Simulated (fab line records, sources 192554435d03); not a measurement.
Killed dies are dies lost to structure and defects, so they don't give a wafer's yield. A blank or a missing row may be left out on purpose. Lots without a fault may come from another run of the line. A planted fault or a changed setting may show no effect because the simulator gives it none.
Chamber matching | flow n5_finfet | N5_PASSIVATION_ETCH_54 on rie_diel-06: 4 sister chambers
The step etches SiO2 in CHF3/O2, target depth 880 nm, time 440 s. 22 wafers are shown with their chamber, then 11 later ones without.

WAFERS WITH THEIR CHAMBER
wafer  | chamber | rf_vpp_V (V) | throttle_valve_pct (%) | showerhead_plenum_p_Torr (Torr)
L080.1 | 3       | 502          | 18.76                  | 2.42
L080.2 | 2       | 527          | 19.10                  | 2.43
L080.3 | 1       | 515          | 18.74                  | 2.47
L080.4 | 0       | 557          | 18.39                  | 2.33
L080.5 | 3       | 503          | 18.75                  | 2.42
L080.6 | 0       | 557          | 18.41                  | 2.33
L083.1 | 1       | 515          | 18.73                  | 2.47
L083.3 | 3       | 503          | 18.76                  | 2.42
L083.5 | 2       | 525          | 19.12                  | 2.43
L081.1 | 3       | 504          | 18.78                  | 2.42
L081.2 | 2       | 529          | 19.11                  | 2.43
L081.5 | 3       | 502          | 18.76                  | 2.42
L084.3 | 3       | 503          | 18.75                  | 2.41
L084.4 | 1       | 516          | 18.73                  | 2.46
L084.5 | 1       | 516          | 18.74                  | 2.46
L088.2 | 0       | 557          | 18.44                  | 2.32
L088.4 | 1       | 515          | 18.75                  | 2.46
L088.6 | 0       | 557          | 18.45                  | 2.32
L087.1 | 3       | 504          | 18.77                  | 2.41
L087.4 | 1       | 515          | 18.77                  | 2.46
L087.5 | 0       | 558          | 18.42                  | 2.32
L090.3 | 1       | 514          | 18.75                  | 2.46

SIGNATURES (means of the wafers above)
reading                  | chamber 0 | chamber 1 | chamber 2 | chamber 3 | scatter within a chamber
rf_vpp_V                 | 557.20    | 515.14    | 527.00    | 503.00    | 0.933
throttle_valve_pct       | 18.4220   | 18.7443   | 19.1100   | 18.7614   | 0.0155
showerhead_plenum_p_Torr | 2.3240    | 2.4629    | 2.4300    | 2.4171    | 0.00475
Rule: a wafer's distance from a chamber is the root of the sum, over the readings, of the square of ((its reading less the chamber's mean) divided by the reading's scatter). The wafer belongs to the nearest chamber; if the next one is less than 2 further off, it can't be placed. The scatter: the root of (the sum of the squares of (reading less its chamber's mean) over the shown wafers, divided by (wafers less chambers)).

WAFERS WITHOUT THEIR CHAMBER
wafer  | rf_vpp_V (V) | throttle_valve_pct (%) | showerhead_plenum_p_Torr (Torr)
L090.5 | 517          | 18.75                  | 2.46
L090.6 | 558          | 18.45                  | 2.32
L091.1 | 514          | 18.75                  | 2.46
L091.2 | 557          | 18.44                  | 2.32
L091.6 | 556          | 18.43                  | 2.32
L093.2 | 515          | 18.77                  | 2.46
L093.4 | 502          | 18.79                  | 2.41
L093.5 | 558          | 18.43                  | 2.32
L094.1 | 502          | 18.77                  | 2.41
L094.2 | 527          | 19.14                  | 2.42
L094.4 | 558          | 18.46                  | 2.32

WHICH CHAMBER EACH WENT THROUGH
wafer  | from the rows above | in truth
L090.5 | 1                   | 1
L090.6 | 0                   | 0
L091.1 | 1                   | 1
L091.2 | 0                   | 0
L091.6 | 0                   | 0
L093.2 | 1                   | 1
L093.4 | 3                   | 3
L093.5 | 0                   | 0
L094.1 | 3                   | 3
L094.2 | 2                   | 2
L094.4 | 0                   | 0
Placed correctly: 11 of 11. Can't be placed from these rows: 0. Placed wrongly: 0.
